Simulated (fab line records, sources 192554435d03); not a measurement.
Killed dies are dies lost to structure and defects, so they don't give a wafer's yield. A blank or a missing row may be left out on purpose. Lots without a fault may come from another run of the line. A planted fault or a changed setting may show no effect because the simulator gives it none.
fab line records | flow n5_finfet | part 1 of 2: steps 1 to 3 of 6
record lots=24 wafers=72 last_day=18
route steps=1938 shown BEOL_M0_CUTY@711 BEOL_M0@730
lots that met no fault: from a run of the same line without faults
start_h: hours from the record's first day to the start of the lot's first wafer shown | wait_h: hours since the lot's step before | " the same as in the row above | L1.1+2: a row that stands for several wafers | - no value, or no start given | * or withheld: withheld | < > ~ a bound
route shown NAME@n: a module of which the file shows steps, and the number in the route of the first | usual: mean/standard deviation of fault-free wafers | same: alike in all rows | chamber/n: place in a boat | sites: the reading at each site | _std_site: their standard deviation | _edge_site: outer sites' mean less inner sites' | radius_mm: how far each site lies from the wafer's centre | mask NAME#n: copy n | behind: the tool/chamber that last shaped the wafer | hold: why the lot was held/for how many hours/how that ended | device: the transistor (n, p or np) that didn't switch | end of line: the same wafers' tests at the end of the route | a step without rows: its recipe alone | killed: dies lost to structure and defects at the first sort, not the wafer's yield | map: a wafer's dies, x killed, . not, _ none there
set.NAME: the setting as run; set.NAME@STEP: as run at that earlier step | model.NAME: the simulator's own value behind a step, which no gauge read
steps of the route over a sample of lots; a table a step, a row a wafer
services: from which hour (start_h, from the record's first day; less than 0 if before it) a tool's chamber was out of use, for how many hours, and why
## steps
# step N5_BEOL_M0_CUTY_DESCUM_61
# recipe chemistry=O2 time_s=7.9 source_power_w=50 bias_power_w=20 pressure_mtorr=20 rf_frequency_hz=2.712e+07 temp_c=40 resist=CAR-ArF-block o2_flow_sccm=225
# usual drypump_motor_current_A=5.7/0.46 o2_flow_sccm=225.0/0.66 oes_product_au=0.76/0.088 rf_vpp_V=243.1/1.6 showerhead_plenum_p_Torr=2.08/0.11 throttle_valve_pct=20.48/0.14
# columns lot.wafer tool chamber start_h wait_h drypump_motor_current_A o2_flow_sccm oes_product_au rf_hours_counter_h rf_vpp_V showerhead_plenum_p_Torr throttle_valve_pct
L074.1 rie_diel-05 3 116.77 0.0 5.1 225.2 0.74 180 243.3 2.08 20.37
L074.3 " 1 " " 6.6 224.4 0.68 243 241.9 1.99 20.87
L074.6 " 2 " " 5.4 225.2 0.70 - 241.6 1.98 20.45
L075.1 rie_diel-06 1 126.16 0.4 5.8 225.1 0.73 218 242.1 2.06 20.61
L075.4 " 0 " " 6.0 225.6 0.78 123 245.6 2.21 20.61
L075.5 " 1 " " 5.8 224.9 0.73 - 242.6 2.06 20.63
L076.2 rie_diel-01 2 142.67 0.0 6.3 224.6 0.69 216 242.6 2.15 20.34
L076.3 " 3 " " 5.3 225.3 0.72 203 243.6 2.07 20.35
L076.6 " 0 " " 5.5 224.5 0.82 - 244.9 2.13 20.26
L077.1 rie_diel-05 2 145.42 0.1 5.4 225.2 0.69 229 241.6 1.98 20.45
L077.2 " 0 " " 5.3 223.3 0.77 142 239.4 1.91 20.54
L077.4 " 3 " " 5.2 224.9 0.73 - 243.0 2.07 20.40
L078.1 rie_diel-05 2 147.23 0.0 5.4 226.0 0.70 230 241.0 1.98 20.46
L078.2 " 0 " " 5.3 224.8 0.75 143 240.4 1.91 20.56
L078.6 " 0 " " 5.3 224.9 0.76 - 241.1 1.91 20.55
L079.1 rie_diel-06 1 153.44 0.3 5.8 224.3 0.71 229 243.3 2.05 20.64
L079.3 " 2 " " 5.6 224.0 0.70 201 242.2 2.00 20.53
L079.5 " 3 " " 5.7 224.9 0.79 - 245.2 2.19 20.51
L080.2 rie_diel-05 0 155.33 0.1 5.3 225.7 0.76 147 240.5 1.90 20.56
L080.3 " 3 " " 5.1 224.8 0.73 195 244.0 2.07 20.39
L080.4 " 1 " " 6.6 223.8 1.02 2 246.1 2.25 20.56
L081.1 rie_diel-01 2 158.14 0.1 6.4 225.0 0.68 222 242.8 2.14 20.34
L081.3 " 1 " " 6.1 225.0 0.72 187 242.8 2.06 20.46
L081.6 " 0 " " 5.5 225.4 0.81 - 242.2 2.13 20.28
L082.2 rie_diel-01 1 161.67 0.3 6.1 224.8 0.71 188 243.3 2.06 20.48
L082.3 " 3 " " 5.3 225.9 0.72 210 241.8 2.07 20.35
L082.6 " 0 " " 5.5 225.0 0.82 - 242.3 2.13 20.28
L083.3 rie_diel-05 2 164.69 0.0 5.5 223.9 0.68 236 240.9 1.98 20.47
L083.4 " 1 " " 6.6 224.0 0.99 4 243.7 2.25 20.56
L083.5 " 1 " " 6.6 224.6 1.01 - 246.0 2.25 20.57
L084.1 rie_diel-05 3 175.53 0.0 5.1 225.1 0.72 202 244.4 2.07 20.40
L084.2 " 2 " " 5.4 225.8 0.68 239 242.3 1.98 20.47
L084.5 " 1 " " 6.6 225.1 0.99 - 246.4 2.25 20.57
L085.2 rie_diel-01 3 183.49 0.1 5.3 224.7 0.71 219 243.4 2.06 20.37
L085.5 " 3 " " 5.3 224.2 0.72 - 242.7 2.06 20.37
L085.6 " 0 " " 5.4 226.0 0.80 - 244.7 2.12 20.29
L086.1 rie_diel-01 3 187.37 0.0 5.3 224.1 0.71 220 242.9 2.06 20.36
L086.2 " 1 " " 6.1 225.0 0.70 198 243.0 2.05 20.49
L086.5 " 3 " " 5.3 224.2 0.71 - 243.2 2.06 20.37
L087.2 rie_diel-01 1 191.22 0.1 6.1 225.4 0.70 200 242.4 2.05 20.46
L087.4 " 3 " " 5.3 224.9 0.71 222 243.9 2.06 20.36
L087.6 " 2 " " 6.4 224.2 0.67 - 245.1 2.14 20.35
L088.1 rie_diel-06 3 195.74 0.6 5.7 224.7 0.79 135 244.6 2.19 20.52
L088.5 " 2 " " 5.6 224.3 0.70 - 241.6 1.99 20.55
L088.6 " 3 " " 5.7 225.5 0.78 - 243.9 2.19 20.54
L089.2 rie_diel-05 0 207.00 0.1 5.3 225.3 0.75 167 240.8 1.90 20.57
L089.4 " 1 " " 6.6 224.3 0.96 - 245.9 2.24 20.59
L089.6 " 3 " " 5.1 225.3 0.72 - 242.5 2.06 20.43
L090.1 rie_diel-06 2 215.32 0.1 5.6 224.0 0.69 224 241.8 1.99 20.56
L090.2 " 0 " " 6.0 224.0 0.76 156 244.1 2.20 20.65
L090.6 " 0 " " 6.0 225.0 0.76 - 244.5 2.20 20.65
L091.4 rie_diel-05 1 218.76 0.0 6.6 225.3 0.95 - 244.7 2.24 20.60
L091.5 " 0 " " 5.3 224.3 0.75 - 239.5 1.90 20.60
L091.6 " 3 " " 5.2 226.4 0.71 - 242.2 2.06 20.44
L092.1 rie_diel-06 2 223.30 0.0 5.6 225.8 0.68 228 242.7 1.99 20.56
L092.2 " 3 " " 5.7 225.0 0.77 145 244.8 2.19 20.53
L092.4 " 0 " " 6.0 226.3 0.76 - 246.0 2.20 20.68
L093.1 rie_diel-05 0 230.10 0.2 5.3 225.2 0.74 177 241.6 1.89 20.60
L093.3 " 1 " " 6.6 225.5 0.95 28 244.6 2.24 20.59
L093.4 " 0 " " 5.3 225.1 0.74 - 241.4 1.89 20.57
L095.2 rie_diel-06 3 245.05 0.0 5.7 225.4 0.77 151 246.4 2.18 20.54
L095.4 " 2 " " 5.6 224.6 0.68 235 243.4 1.99 20.56
L095.5 " 2 " " 5.6 225.5 0.68 - 241.3 1.99 20.56
L094.1 rie_diel-06 3 247.09 0.5 5.8 224.7 0.76 152 244.2 2.18 20.57
L094.3 " 2 " " 5.6 225.7 0.68 235 241.4 1.99 20.56
L094.6 " 1 " " 5.7 224.7 0.92 - 243.4 2.04 20.22
L096.1 rie_diel-05 3 247.62 0.2 5.1 225.8 0.70 232 242.3 2.06 20.45
L096.4 " 1 " " 6.6 225.9 0.93 35 243.4 2.24 20.60
L096.5 " 1 " " 6.6 225.4 0.93 - 245.4 2.24 20.59
L097.1 rie_diel-05 3 251.98 0.0 5.1 225.2 0.69 234 241.9 2.06 20.47
L097.4 " 1 " " 6.6 224.0 0.92 37 244.5 2.24 20.60
L097.6 " 3 " " 5.1 225.1 0.70 - 242.0 2.06 20.46
# step N5_BEOL_M0_CUTY_ETCH_62
# recipe chemistry=CF4 target=SiARC mask_material=CAR-ArF-block time_s=58.5 ion_energy_ev=80 pressure_mtorr=40 source_w=545 bias_w=36 Ar_flow_sccm=100 cf4_flow_sccm=100 ends=cleared
# usual drypump_motor_current_A=5.7/0.46 etch_rf_on_time_s=58.8/1.3 oes_product_au=0.65/0.072 rf_vpp_V=184.0/1.4 showerhead_plenum_p_Torr=2.13/0.097 throttle_valve_pct=15.69/0.16
# columns lot.wafer tool chamber start_h wait_h drypump_motor_current_A etch_rf_on_time_s oes_product_au rf_hours_counter_h rf_vpp_V showerhead_plenum_p_Torr throttle_valve_pct
L074.1 rie_diel-05 3 116.81 0.0 5.1 58.9 0.63 180 183.2 2.14 15.65
L074.3 " 1 " " 6.6 58.2 0.58 243 183.1 2.04 16.07
L074.6 " 2 " " 5.4 60.1 0.59 - 182.5 2.04 15.68
L075.1 rie_diel-06 1 126.19 0.0 5.8 57.8 0.62 218 184.8 2.14 15.97
L075.4 " 0 " " 6.1 61.5 0.65 123 185.7 2.23 15.55
L075.5 " 1 " " 5.7 57.7 0.62 - 183.9 2.14 15.98
L076.2 rie_diel-01 2 142.71 0.0 6.4 57.8 0.60 216 184.0 2.19 15.62
L076.3 " 3 " " 5.3 59.1 0.61 203 182.0 2.12 15.62
L076.6 " 0 " " 5.5 58.8 0.69 - 183.9 2.16 15.33
L077.1 rie_diel-05 2 145.45 0.0 5.4 60.4 0.59 229 182.9 2.03 15.71
L077.2 " 0 " " 5.3 59.3 0.65 142 181.8 1.98 15.82
L077.4 " 3 " " 5.1 59.6 0.63 - 184.4 2.14 15.68
L078.1 rie_diel-05 2 147.26 0.0 5.4 60.5 0.59 230 183.3 2.03 15.70
L078.2 " 0 " " 5.3 59.6 0.65 143 182.5 1.98 15.81
L078.6 " 0 " " 5.3 60.1 0.65 - 182.1 1.98 15.80
L079.1 rie_diel-06 1 153.47 0.0 5.8 57.4 0.62 229 184.2 2.13 16.00
L079.3 " 2 " " 5.6 57.2 0.61 201 182.5 2.04 15.65
L079.5 " 3 " " 5.7 59.5 0.67 - 186.1 2.24 15.70
L080.2 rie_diel-05 0 155.36 0.0 5.3 59.5 0.64 147 181.8 1.98 15.81
L080.3 " 3 " " 5.1 59.6 0.62 195 183.9 2.13 15.68
L080.4 " 1 " " 6.6 56.9 0.87 2 184.3 2.29 15.62
L081.1 rie_diel-01 2 158.18 0.0 6.3 57.5 0.59 222 186.1 2.19 15.63
L081.3 " 1 " " 6.1 59.8 0.61 187 185.3 2.14 15.90
L081.6 " 0 " " 5.5 59.2 0.68 - 183.2 2.16 15.34
L082.2 rie_diel-01 1 161.71 0.0 6.1 60.0 0.61 188 186.3 2.14 15.93
L082.3 " 3 " " 5.3 58.7 0.62 210 185.1 2.12 15.64
L082.6 " 0 " " 5.5 58.6 0.68 - 185.8 2.16 15.34
L083.3 rie_diel-05 2 164.72 0.0 5.4 60.4 0.59 236 181.9 2.03 15.72
L083.4 " 1 " " 6.6 56.7 0.85 4 186.1 2.29 15.63
L083.5 " 1 " " 6.6 56.9 0.86 - 185.0 2.29 15.62
L084.1 rie_diel-05 3 175.57 0.0 5.1 58.9 0.62 202 182.7 2.13 15.69
L084.2 " 2 " " 5.4 59.9 0.58 239 182.5 2.03 15.72
L084.5 " 1 " " 6.6 57.0 0.84 - 186.5 2.29 15.61
L085.2 rie_diel-01 3 183.53 0.0 5.3 59.2 0.61 219 183.7 2.12 15.65
L085.5 " 3 " " 5.3 59.3 0.61 - 184.1 2.12 15.66
L085.6 " 0 " " 5.5 59.2 0.68 - 183.8 2.16 15.36
L086.1 rie_diel-01 3 187.40 0.0 5.3 58.7 0.61 220 183.5 2.12 15.67
L086.2 " 1 " " 6.1 60.1 0.60 198 184.6 2.13 15.92
L086.5 " 3 " " 5.3 59.0 0.61 - 184.1 2.12 15.67
L087.2 rie_diel-01 1 191.26 0.0 6.1 59.6 0.61 200 183.9 2.13 15.93
L087.4 " 3 " " 5.3 58.4 0.61 222 184.6 2.12 15.64
L087.6 " 2 " " 6.4 57.8 0.58 - 185.1 2.19 15.64
L088.1 rie_diel-06 3 195.78 0.0 5.8 59.6 0.66 135 185.4 2.24 15.73
L088.5 " 2 " " 5.6 56.9 0.60 - 182.0 2.03 15.71
L088.6 " 3 " " 5.7 59.4 0.66 - 185.2 2.24 15.73
L089.2 rie_diel-05 0 207.03 0.0 5.3 58.5 0.64 167 182.0 1.97 15.86
L089.4 " 1 " " 6.6 56.7 0.82 - 185.5 2.29 15.66
L089.6 " 3 " " 5.1 59.0 0.61 - 183.0 2.13 15.70
L090.1 rie_diel-06 2 215.36 0.0 5.6 57.2 0.60 224 183.1 2.03 15.67
L090.2 " 0 " " 6.0 60.7 0.64 156 185.2 2.22 15.62
L090.6 " 0 " " 6.0 61.1 0.63 - 183.5 2.22 15.61
L091.4 rie_diel-05 1 218.80 0.0 6.6 56.6 0.80 - 183.7 2.28 15.66
L091.5 " 0 " " 5.3 58.4 0.63 - 182.3 1.97 15.87
L091.6 " 3 " " 5.1 58.6 0.61 - 183.8 2.13 15.73
L092.1 rie_diel-06 2 223.33 0.0 5.6 57.6 0.59 228 181.7 2.03 15.73
L092.2 " 3 " " 5.7 58.7 0.66 145 184.7 2.24 15.73
L092.4 " 0 " " 6.0 60.6 0.63 - 183.3 2.21 15.63
L093.1 rie_diel-05 0 230.14 0.0 5.3 58.8 0.63 177 181.3 1.97 15.89
L093.3 " 1 " " 6.6 56.9 0.79 28 185.6 2.28 15.67
L093.4 " 0 " " 5.3 59.0 0.63 - 180.9 1.97 15.87
L095.2 rie_diel-06 3 245.09 0.0 5.7 59.9 0.65 151 184.9 2.23 15.75
L095.4 " 2 " " 5.6 57.5 0.60 235 181.5 2.03 15.74
L095.5 " 2 " " 5.6 57.6 0.59 - 182.5 2.03 15.73
L094.1 rie_diel-06 3 247.13 0.0 5.7 58.7 0.65 152 185.2 2.23 15.76
L094.3 " 2 " " 5.6 56.3 0.60 235 182.7 2.03 15.73
L094.6 " 1 " " 5.7 56.2 0.80 - 183.7 2.12 15.55
L096.1 rie_diel-05 3 247.65 0.0 5.1 59.6 0.60 232 185.3 2.12 15.77
L096.4 " 1 " " 6.6 57.2 0.79 35 185.4 2.28 15.68
L096.5 " 1 " " 6.6 56.4 0.79 - 186.3 2.28 15.69
L097.1 rie_diel-05 3 252.02 0.0 5.1 58.8 0.60 234 184.7 2.12 15.75
L097.4 " 1 " " 6.6 57.2 0.78 37 185.4 2.28 15.68
L097.6 " 3 " " 5.1 59.0 0.60 - 183.8 2.12 15.75
# step N5_BEOL_M0_CUTY_ETCH_63
# recipe chemistry=N2/H2 target=SOC target_depth_a=827 overetch_a=165 mask_material=SiARC temp_c=40 ion_energy_ev=200 time_s=124 pressure_mtorr=30 source_w=840 bias_w=150 n2_flow_sccm=200 h2_flow_sccm=200
# usual drypump_motor_current_A=5.7/0.46 oes_product_au=0.63/0.065 rf_vpp_V=523/3.3 showerhead_plenum_p_Torr=2.53/0.12 throttle_valve_pct=17.88/0.21
# columns lot.wafer tool chamber start_h wait_h drypump_motor_current_A oes_product_au rf_hours_counter_h rf_vpp_V showerhead_plenum_p_Torr throttle_valve_pct
L074.1 rie_diel-05 3 116.85 0.0 5.1 0.62 180 524 2.51 17.72
L074.3 " 1 " " 6.6 0.55 243 518 2.42 18.32
L074.6 " 2 " " 5.5 0.58 - 521 2.41 17.83
L075.1 rie_diel-06 1 126.24 0.0 5.8 0.60 218 523 2.53 18.27
L075.4 " 0 " " 6.0 0.65 123 526 2.66 17.83
L075.5 " 1 " " 5.7 0.60 - 524 2.53 18.28
L076.2 rie_diel-01 2 142.75 0.0 6.4 0.57 216 525 2.62 17.71
L076.3 " 3 " " 5.3 0.60 203 522 2.54 17.81
L076.6 " 0 " " 5.5 0.67 - 525 2.58 17.59
L077.1 rie_diel-05 2 145.50 0.0 5.4 0.57 229 520 2.41 17.88
L077.2 " 0 " " 5.3 0.63 142 519 2.36 18.17
L077.4 " 3 " " 5.1 0.61 - 523 2.50 17.72
L078.1 rie_diel-05 2 147.31 0.0 5.5 0.58 230 520 2.41 17.86
L078.2 " 0 " " 5.3 0.63 143 518 2.36 18.16
L078.6 " 0 " " 5.3 0.63 - 519 2.36 18.17
L079.1 rie_diel-06 1 153.52 0.0 5.7 0.59 229 523 2.52 18.30
L079.3 " 2 " " 5.6 0.57 201 521 2.42 17.90
L079.5 " 3 " " 5.7 0.65 - 527 2.64 17.64
L080.2 rie_diel-05 0 155.41 0.0 5.3 0.62 147 517 2.36 18.17
L080.3 " 3 " " 5.1 0.60 195 524 2.50 17.75
L080.4 " 1 " " 6.6 0.82 2 528 2.74 17.91
L081.1 rie_diel-01 2 158.22 0.0 6.4 0.56 222 527 2.61 17.70
L081.3 " 1 " " 6.1 0.60 187 522 2.54 18.15
L081.6 " 0 " " 5.5 0.66 - 525 2.57 17.60
L082.2 rie_diel-01 1 161.76 0.0 6.1 0.59 188 524 2.54 18.14
L082.3 " 3 " " 5.3 0.59 210 522 2.53 17.85
L082.6 " 0 " " 5.5 0.66 - 525 2.57 17.59
L083.3 rie_diel-05 2 164.77 0.0 5.5 0.57 236 521 2.40 17.88
L083.4 " 1 " " 6.6 0.80 4 527 2.74 17.94
L083.5 " 1 " " 6.6 0.81 - 528 2.74 17.94
L084.1 rie_diel-05 3 175.61 0.0 5.1 0.60 202 523 2.50 17.75
L084.2 " 2 " " 5.5 0.57 239 519 2.40 17.88
L084.5 " 1 " " 6.6 0.79 - 527 2.74 17.94
L085.2 rie_diel-01 3 183.57 0.0 5.3 0.59 219 523 2.53 17.85
L085.5 " 3 " " 5.3 0.59 - 522 2.53 17.85
L085.6 " 0 " " 5.5 0.66 - 524 2.57 17.60
L086.1 rie_diel-01 3 187.45 0.0 5.3 0.59 220 523 2.53 17.86
L086.2 " 1 " " 6.1 0.59 198 523 2.53 18.15
L086.5 " 3 " " 5.3 0.59 - 523 2.53 17.85
L087.2 rie_diel-01 1 191.30 0.0 6.1 0.59 200 523 2.53 18.15
L087.4 " 3 " " 5.3 0.59 222 522 2.53 17.85
L087.6 " 2 " " 6.4 0.57 - 526 2.61 17.74
L088.1 rie_diel-06 3 195.82 0.0 5.7 0.65 135 528 2.64 17.66
L088.5 " 2 " " 5.6 0.57 - 520 2.41 17.92
L088.6 " 3 " " 5.7 0.64 - 527 2.64 17.66
L089.2 rie_diel-05 0 207.08 0.0 5.3 0.61 167 518 2.35 18.22
L089.4 " 1 " " 6.6 0.75 - 527 2.73 17.96
L089.6 " 3 " " 5.1 0.58 - 524 2.49 17.77
L090.1 rie_diel-06 2 215.40 0.0 5.6 0.57 224 519 2.41 17.93
L090.2 " 0 " " 6.0 0.62 156 527 2.64 17.89
L090.6 " 0 " " 6.0 0.62 - 527 2.64 17.90
L091.4 rie_diel-05 1 218.88 0.1 6.6 0.75 - 527 2.73 17.99
L091.5 " 0 " " 5.3 0.61 - 519 2.35 18.23
L091.6 " 3 " " 5.1 0.58 - 523 2.49 17.77
L092.1 rie_diel-06 2 223.38 0.0 5.6 0.56 229 520 2.41 17.91
L092.2 " 3 " " 5.7 0.63 145 526 2.63 17.69
L092.4 " 0 " " 6.0 0.62 - 528 2.64 17.91
L093.1 rie_diel-05 0 230.18 0.0 5.3 0.61 177 519 2.34 18.23
L093.3 " 1 " " 6.6 0.75 29 528 2.73 17.97
L093.4 " 0 " " 5.3 0.60 - 519 2.34 18.23
L095.2 rie_diel-06 3 245.13 0.0 5.8 0.63 151 527 2.63 17.69
L095.4 " 2 " " 5.6 0.56 235 522 2.40 17.94
L095.5 " 2 " " 5.6 0.56 - 521 2.40 17.94
L094.1 rie_diel-06 3 247.17 0.0 5.7 0.63 152 527 2.63 17.68
L094.3 " 2 " " 5.6 0.57 235 520 2.40 17.96
L094.6 " 1 " " 5.8 0.75 - 523 2.51 17.84
L096.1 rie_diel-05 3 247.70 0.0 5.1 0.58 232 523 2.49 17.80
L096.4 " 1 " " 6.6 0.74 35 529 2.72 17.98
L096.5 " 1 " " 6.6 0.74 - 528 2.73 17.98
L097.1 rie_diel-05 3 252.06 0.0 5.1 0.58 234 523 2.49 17.80
L097.4 " 1 " " 6.6 0.75 37 528 2.72 17.99
L097.6 " 3 " " 5.1 0.57 - 523 2.49 17.80
